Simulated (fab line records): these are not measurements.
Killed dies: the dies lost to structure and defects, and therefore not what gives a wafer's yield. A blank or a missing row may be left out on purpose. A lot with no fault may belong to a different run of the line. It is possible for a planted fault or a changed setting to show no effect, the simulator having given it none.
Split-lot experiment || flow n5-finfet || 21 wafers read across 7 lots, on a route 1938 steps long

## THE SPLIT ITSELF
At N5_BEOL_M4_COAT_05 (resist thk 30 nm), the setting spin-rpm was moved away from the recipe's 1500 rpm on 9 of the 21 wafers read, by -9.4% to +11.1%. This setting was run at the recipe's value on the other wafers.

## FROM THE SPLIT TO THE READING: what the file shows between them, 2 steps
- N5_BEOL_M4_EXPOSE_08: exposes mask M4 (also split here: dose-mj)
- N5_BEOL_M4_PEB_09: peb time 60 s

## THE READING
CAR-EUV_of_BEOL_M4_COAT_05.thk-nm (the simulator's own value, which no gauge read), in nm, at N5_BEOL_M4_DEVELOP_10 (develop time 30 s). The file gives no usual value for it. Here, 12 wafers ran the recipe; their average is 29.5 nm with a standard deviation of 0.094 nm.

{"wafer": "L075.3", "tool, chamber at the split": "litho-track-02, 0", "spin-rpm as run, rpm": 1500, "against the recipe": "recipe", "CAR-EUV_of_BEOL_M4_COAT_05.thk-nm, nm": 29.6, "against lot-mates on the recipe": "-"}
{"wafer": "L075.5", "tool, chamber at the split": "litho-track-02, 0", "spin-rpm as run, rpm": 1500, "against the recipe": "recipe", "CAR-EUV_of_BEOL_M4_COAT_05.thk-nm, nm": 29.6, "against lot-mates on the recipe": "-"}
{"wafer": "L075.6", "tool, chamber at the split": "litho-track-02, 0", "spin-rpm as run, rpm": 1500, "against the recipe": "recipe", "CAR-EUV_of_BEOL_M4_COAT_05.thk-nm, nm": 29.6, "against lot-mates on the recipe": "-"}
{"wafer": "L080.1", "tool, chamber at the split": "litho-track-05, 0", "spin-rpm as run, rpm": 1545, "against the recipe": "+3.0%", "CAR-EUV_of_BEOL_M4_COAT_05.thk-nm, nm": 29.2, "against lot-mates on the recipe": -0.2}
{"wafer": "L080.2", "tool, chamber at the split": "litho-track-05, 0", "spin-rpm as run, rpm": 1500, "against the recipe": "recipe", "CAR-EUV_of_BEOL_M4_COAT_05.thk-nm, nm": 29.4, "against lot-mates on the recipe": "-"}
{"wafer": "L080.4", "tool, chamber at the split": "litho-track-05, 0", "spin-rpm as run, rpm": 1545, "against the recipe": "+3.0%", "CAR-EUV_of_BEOL_M4_COAT_05.thk-nm, nm": 29, "against lot-mates on the recipe": -0.4}
{"wafer": "L081.1", "tool, chamber at the split": "litho-track-03, 0", "spin-rpm as run, rpm": 1500, "against the recipe": "recipe", "CAR-EUV_of_BEOL_M4_COAT_05.thk-nm, nm": 29.6, "against lot-mates on the recipe": "-"}
{"wafer": "L081.4", "tool, chamber at the split": "litho-track-03, 0", "spin-rpm as run, rpm": 1500, "against the recipe": "recipe", "CAR-EUV_of_BEOL_M4_COAT_05.thk-nm, nm": 29.4, "against lot-mates on the recipe": "-"}
{"wafer": "L081.6", "tool, chamber at the split": "litho-track-03, 0", "spin-rpm as run, rpm": 1359, "against the recipe": "-9.4%", "CAR-EUV_of_BEOL_M4_COAT_05.thk-nm, nm": 31, "against lot-mates on the recipe": "+1.5"}
{"wafer": "L087.1", "tool, chamber at the split": "litho-track-02, 0", "spin-rpm as run, rpm": 1500, "against the recipe": "recipe", "CAR-EUV_of_BEOL_M4_COAT_05.thk-nm, nm": 29.4, "against lot-mates on the recipe": "-"}
{"wafer": "L087.3", "tool, chamber at the split": "litho-track-02, 0", "spin-rpm as run, rpm": 1569, "against the recipe": "+4.6%", "CAR-EUV_of_BEOL_M4_COAT_05.thk-nm, nm": 28.8, "against lot-mates on the recipe": -0.6}
{"wafer": "L087.4", "tool, chamber at the split": "litho-track-02, 0", "spin-rpm as run, rpm": 1569, "against the recipe": "+4.6%", "CAR-EUV_of_BEOL_M4_COAT_05.thk-nm, nm": 28.8, "against lot-mates on the recipe": -0.6}
{"wafer": "L089.2", "tool, chamber at the split": "litho-track-02, 0", "spin-rpm as run, rpm": 1500, "against the recipe": "recipe", "CAR-EUV_of_BEOL_M4_COAT_05.thk-nm, nm": 29.6, "against lot-mates on the recipe": "-"}
{"wafer": "L089.5", "tool, chamber at the split": "litho-track-02, 0", "spin-rpm as run, rpm": 1500, "against the recipe": "recipe", "CAR-EUV_of_BEOL_M4_COAT_05.thk-nm, nm": 29.6, "against lot-mates on the recipe": "-"}
{"wafer": "L089.4", "tool, chamber at the split": "litho-track-02, 0", "spin-rpm as run, rpm": 1667, "against the recipe": "+11.1%", "CAR-EUV_of_BEOL_M4_COAT_05.thk-nm, nm": 28.2, "against lot-mates on the recipe": -1.4}
{"wafer": "L090.1", "tool, chamber at the split": "litho-track-05, 0", "spin-rpm as run, rpm": 1386, "against the recipe": "-7.6%", "CAR-EUV_of_BEOL_M4_COAT_05.thk-nm, nm": 30.6, "against lot-mates on the recipe": "+1.2"}
{"wafer": "L090.2", "tool, chamber at the split": "litho-track-05, 0", "spin-rpm as run, rpm": 1386, "against the recipe": "-7.6%", "CAR-EUV_of_BEOL_M4_COAT_05.thk-nm, nm": 30.6, "against lot-mates on the recipe": "+1.2"}
{"wafer": "L090.5", "tool, chamber at the split": "litho-track-05, 0", "spin-rpm as run, rpm": 1500, "against the recipe": "recipe", "CAR-EUV_of_BEOL_M4_COAT_05.thk-nm, nm": 29.4, "against lot-mates on the recipe": "-"}
{"wafer": "L094.1", "tool, chamber at the split": "litho-track-02, 0", "spin-rpm as run, rpm": 1568, "against the recipe": "+4.5%", "CAR-EUV_of_BEOL_M4_COAT_05.thk-nm, nm": 28.8, "against lot-mates on the recipe": -0.8}
{"wafer": "L094.5", "tool, chamber at the split": "litho-track-02, 0", "spin-rpm as run, rpm": 1500, "against the recipe": "recipe", "CAR-EUV_of_BEOL_M4_COAT_05.thk-nm, nm": 29.6, "against lot-mates on the recipe": "-"}
{"wafer": "L094.6", "tool, chamber at the split": "litho-track-02, 0", "spin-rpm as run, rpm": 1500, "against the recipe": "recipe", "CAR-EUV_of_BEOL_M4_COAT_05.thk-nm, nm": 29.6, "against lot-mates on the recipe": "-"}

THE FIT
A straight line over all 21 wafers: CAR-EUV_of_BEOL_M4_COAT_05.thk-nm changes by -0.141 nm for each +1% of spin-rpm; r = -0.99; the points scatter about the line by 0.11 nm.
The same after taking each lot's own level away (the mean of its wafers on the recipe; 21 wafers): -0.145 nm for each +1%; r = -0.99; scatter 0.091 nm.
Per that fit: largest spin-rpm move, reading shift of 1.6 nm.
Measured against the standard deviation above, the lots' own levels, which go from 29.40 to 29.60 nm, span 2.1 times it.
The two slopes agree, so the slope changes little with the lot-to-lot level.
Check: for one of the wafers moved furthest among these (+11.1%), held out of the fit, the line's prediction against its lot-mates is -1.66 nm. It came out at -1.4 nm against them.

## OTHER SPLITS ON THESE WAFERS
Before the reading, these wafers also passed through other splits. Each is held against what the fit with the lots' levels taken away leaves over:
{"other split on the same wafers": "N5_BEOL_M1_EXPOSE_08 dose-mj", "wafers away from the commonest value": 4, "r with CAR-EUV_of_BEOL_M4_COAT_05.thk-nm (lot level and that fit taken away)": "+0.00"}
{"other split on the same wafers": "N5_BEOL_M3_COAT_05 spin-rpm", "wafers away from the commonest value": 5, "r with CAR-EUV_of_BEOL_M4_COAT_05.thk-nm (lot level and that fit taken away)": -0.43}
{"other split on the same wafers": "N5_BEOL_M3_TRENCH_ETCH_37 time-s", "wafers away from the commonest value": 3, "r with CAR-EUV_of_BEOL_M4_COAT_05.thk-nm (lot level and that fit taken away)": -0.28}
{"other split on the same wafers": "N5_BEOL_M4_EXPOSE_08 dose-mj", "wafers away from the commonest value": 8, "r with CAR-EUV_of_BEOL_M4_COAT_05.thk-nm (lot level and that fit taken away)": -0.13}

## THE WHOLE CHAIN: every reading that the file lists as answering this split, in the file's order
{"step": "N5_BEOL_M4_COAT_05", "what it does": "resist thk 30 nm", "reading": "CAR-EUV_of_BEOL_M4_COAT_05.thk-nm (the simulator's own value, which no gauge read)", "change (the file's fit)": "-0.148 nm for each +1% of the setting", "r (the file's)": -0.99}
{"step": "N5_BEOL_M4_DEVELOP_10", "what it does": "develop time 30 s", "reading": "CAR-EUV_of_BEOL_M4_COAT_05.thk-nm (the simulator's own value, which no gauge read)", "change (the file's fit)": "-0.144 nm for each +1% of the setting", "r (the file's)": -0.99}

## FILE'S OWN FIT
CAR-EUV_of_BEOL_M4_COAT_05.thk-nm changes by -0.144 nm for each +1% of spin-rpm, r = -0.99.
